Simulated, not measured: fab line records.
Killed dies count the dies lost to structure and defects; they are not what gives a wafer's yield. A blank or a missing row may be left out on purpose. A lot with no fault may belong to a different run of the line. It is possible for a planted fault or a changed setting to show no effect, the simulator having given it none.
8D (eight disciplines) problem report, filled in by code    flow n5-finfet    the parts of the form that need people (team, actions taken, sign-off) are left out

== 1. WHAT WENT WRONG ==
COMB_M8_max_site at N5_BEOL_M15_RC_MEAS_101 reads a mean of 2.9e-10 S/m on 2 wafers of 2 lots; wafers without a fault read 3.7e-11 S/m with a standard deviation of 8.6e-12. Relative to the usual mean, that is a shift of +30 standard deviations.
Earliest sighting: wafer L225.3 on prober-01 at day 16 05:13. At this step, 24 wafers from 8 lots have a number in the record. By rule, "out" or "out of limits" means more than 4 standard deviations away from the usual mean. The rest of the wafers with a number are treated as sound.

== 2. WHAT IT IS; WHAT IT IS NOT ==
question                     is                    is not
which readings at this step  COMB_M8_max_site      etest-temp-c, COMB_M10, COMB_M12, COMB_M13, COMB_M14, COMB_M15, COMB_M5, COMB_M6, COMB_M7, COMB_M9, SERP_M10, SERP_M11, SERP_M12, SERP_M12_max_site, SERP_M14, SERP_M5, SERP_M6, SERP_M7, SERP_M8, SERP_M8_max_site, SERP_M9, SERP_M9_max_site
which lots                   L222, L225            L207, L210, L213, L214, L215, L216
which wafers of those lots   L222.6, L225.3        L222.2, L222.3, L225.1, L225.2
read on which gauges         prober-01, prober-02  -
when                         from day 16 05:13     up to then (20 sound wafers); but 2 sound wafers of L222 came after

== 3. WHAT RULES OUT EACH SUSPECT ==
Counting: any tool at a process step up to the reading remains a suspect provided it ran every lot that is out. Sound lots after the first of them don't rule it out here, since some wafers of a struck lot are sound.
- the gauge at N5_BEOL_M15_RC_MEAS_101: ruled out. Those wafers that are out were read across 2 gauges (prober-01, prober-02).
- ald-metal-02 at N5_BEOL_M8_ALD_77 (deposits TaN, target thk 2 nm, pulse time 2 s, purge time 3 s): kept. It processed each lot that is out (first: L222, day 13 12:28); up to then, its last sound lot is L215 (day 11 09:20).
- ald-metal-02, N5_BEOL_M8_ALD_77: wafers that are out in chamber 3, sound lot-mates in chambers 0, 1, 2.
After counting, what remains is ald-metal-02 at N5_BEOL_M8_ALD_77.

== 4. THE CAUSE (what the simulator had put in) ==
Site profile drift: ald-metal-02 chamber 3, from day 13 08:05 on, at N5_BEOL_M8_ALD_77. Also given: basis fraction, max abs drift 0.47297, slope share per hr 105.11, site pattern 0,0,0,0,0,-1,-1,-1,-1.
Counting left only this tool.

== 5. THE CHAIN OF EFFECTS, in route order ==
Each row: a reading whose mean over the struck wafers that have a number lies more than 3 standard deviations from the usual. Only readings whose record carries a usual standard deviation are examined. hours: median over the lots of the time between each lot's start at the first step of this table that gives one and its start at this step. sigmas: the change, counted in usual standard deviations.
hours  step                     reading           usual        on struck wafers  change    sigmas
0      N5_BEOL_M15_RC_MEAS_101  COMB_M8_max_site  3.7e-11 S/m  2.9e-10           +2.5e-10  +30

== 6. HOW IT WOULD HAVE BEEN CAUGHT EARLIER ==
Counted from the fault's start at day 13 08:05, it took 69 hours until the first out-of-limits reading at a measuring or inspecting step in this record, taken at day 16 05:13.
No tool reading at N5_BEOL_M8_ALD_77 that has a usual standard deviation in the record was out on any struck wafer, so an alarm limit of 4 standard deviations on those readings would not have fired.
By day 16 05:13, every lot that is out (2) had started N5_BEOL_M8_ALD_77 on ald-metal-02. Tool hold at that time: it would have spared none of them.
